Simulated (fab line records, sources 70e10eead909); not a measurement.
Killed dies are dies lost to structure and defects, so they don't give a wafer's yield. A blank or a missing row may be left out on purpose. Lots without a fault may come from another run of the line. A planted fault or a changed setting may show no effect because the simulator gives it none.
Chamber matching | flow nand_harc | NHARC_A_STAIRCASE_DEP_301 on pecvd-03: 3 sister chambers
The step deposits SiON, target thk 30 nm. 3 wafers are shown with their chamber, then 12 later ones without.

WAFERS WITH THEIR CHAMBER
wafer  | chamber | heater_power_w (W)
L094.2 | 0       | 695
L094.3 | 1       | 669
L094.5 | 2       | 852

WAFERS WITHOUT THEIR CHAMBER
wafer  | heater_power_w (W)
L093.2 | 665
L093.4 | 759
L093.5 | 657
L095.1 | 679
L095.3 | 879
L095.5 | 892
L097.1 | 913
L097.5 | 712
L097.6 | 934
L096.3 | 814
L096.5 | 802
L096.6 | 790

WHICH CHAMBER EACH WENT THROUGH
wafer  | from the rows above          | in truth
L093.2 | can't be placed: 1 or 0      | 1
L093.4 | can't be placed: 0 or 1 or 2 | 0
L093.5 | can't be placed: 1 or 0      | 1
L095.1 | can't be placed: 1 or 0      | 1
L095.3 | 2                            | 2
L095.5 | 2                            | 2
L097.1 | 2                            | 2
L097.5 | can't be placed: 0 or 1      | 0
L097.6 | 2                            | 2
L096.3 | can't be placed: 2 or 0      | 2
L096.5 | can't be placed: 2 or 0 or 1 | 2
L096.6 | can't be placed: 2 or 0 or 1 | 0
Placed correctly: 4 of 12. Can't be placed from these rows: 8 (the true chamber is among the candidates in 8). Placed wrongly: 0.
How it was worked out, from the rows above alone: a wafer's distance from a chamber is the root of the sum, over the readings, of the square of ((its reading less the chamber's mean) divided by the reading's scatter). The wafer belongs to the nearest chamber; if the next one is less than 2 further off, it can't be placed. A chamber's mean is the mean of its shown wafers. The scatter: with one shown wafer a chamber, the root of the mean of the squares of how far each hidden wafer lies from its nearest shown one.
